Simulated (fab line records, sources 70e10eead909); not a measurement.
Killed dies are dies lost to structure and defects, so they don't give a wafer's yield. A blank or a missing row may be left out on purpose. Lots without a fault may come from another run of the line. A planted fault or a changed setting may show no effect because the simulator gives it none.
Which tool did it? | flow nand_harc | 11 lots, 33 wafers sampled, at 2 steps of a route of 1159

WHAT THE GAUGES READ, wafer by wafer
NHARC_P_M0_CD_MEAS_09: target cd 90 nm.
lot  | measured     | on        | cd_nm (nm)
L151 | day 5 20:27  | cd_sem-02 | 89.6 89.0 89.8
L152 | day 5 22:15  | cd_sem-01 | 89.8 90.7 90.2
L153 | day 6 09:44  | cd_sem-01 | 90.0 90.7 89.7
L154 | day 6 12:34  | cd_sem-03 | 89.8 89.9 90.4
L156 | day 6 23:53  | cd_sem-02 | 90.2 88.8 89.1
L160 | day 8 00:17  | cd_sem-02 | 89.9 90.7 90.8
L167 | day 10 00:52 | cd_sem-01 | 90.5 89.5 90.0
L168 | day 10 05:32 | cd_sem-03 | 87.0 86.7 86.7
L171 | day 10 17:59 | cd_sem-01 | 86.7 86.8 86.5
L173 | day 11 01:52 | cd_sem-02 | 90.2 89.8 91.0
L174 | day 11 14:31 | cd_sem-03 | 89.6 89.4 89.8

WHICH TOOL RAN EACH LOT (tool, then ch and the chambers of the sampled wafers, then the start)
lot  | NHARC_P_M0_PEB_07
L151 | litho_track-06 ch 0, day 5 20:22
L152 | litho_track-04 ch 0, day 5 22:10
L153 | litho_track-06 ch 0, day 6 09:40
L154 | litho_track-04 ch 0, day 6 12:29
L156 | litho_track-06 ch 0, day 6 23:49
L160 | litho_track-04 ch 0, day 8 00:11
L167 | litho_track-01 ch 0, day 10 00:47
L168 | litho_track-04 ch 0, day 10 05:28
L171 | litho_track-04 ch 0, day 10 17:55
L173 | litho_track-01 ch 0, day 11 01:47
L174 | litho_track-01 ch 0, day 11 14:26
- NHARC_P_M0_PEB_07: peb time 65 s.

THE ANSWER, worked out from the rows above alone
Rule: what is usual is taken from the lots themselves. Put in order of their means at a reading, lots are off if they are a third of the lots or fewer, leave a main group of 4 or more, and stand apart from it by a gap of 3 or more times the standard deviation of the main group's means; of several such gaps the widest counts. A main group whose means are all the same, to the digits that the tables above print for the reading, isn't used. A lot without any number at a reading at which 4 lots or more have one is off too. The other lots that the step has rows for count as sound.
Off: L168, L171, at NHARC_P_M0_CD_MEAS_09 (cd_nm). The main group: mean 90.0 nm, standard deviation 0.37.
A tool fits if, at a process step before that reading, it ran every lot that is off, and no sound lot after the first of them. The gauges at NHARC_P_M0_CD_MEAS_09 are tried like those tools. One fits: litho_track-04 at NHARC_P_M0_PEB_07. Its last sound lot is L160 (day 8 00:11), its first lot that is off L168 (day 10 05:28): a fault that began between those two fits.

WHAT THE SIMULATOR HAD PUT IN
Process parameter drift: litho_track-04, from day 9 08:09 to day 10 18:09, at NHARC_P_M0_PEB_07. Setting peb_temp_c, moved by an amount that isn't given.
Lots struck among those shown: L168, L171. The rule above found the same.
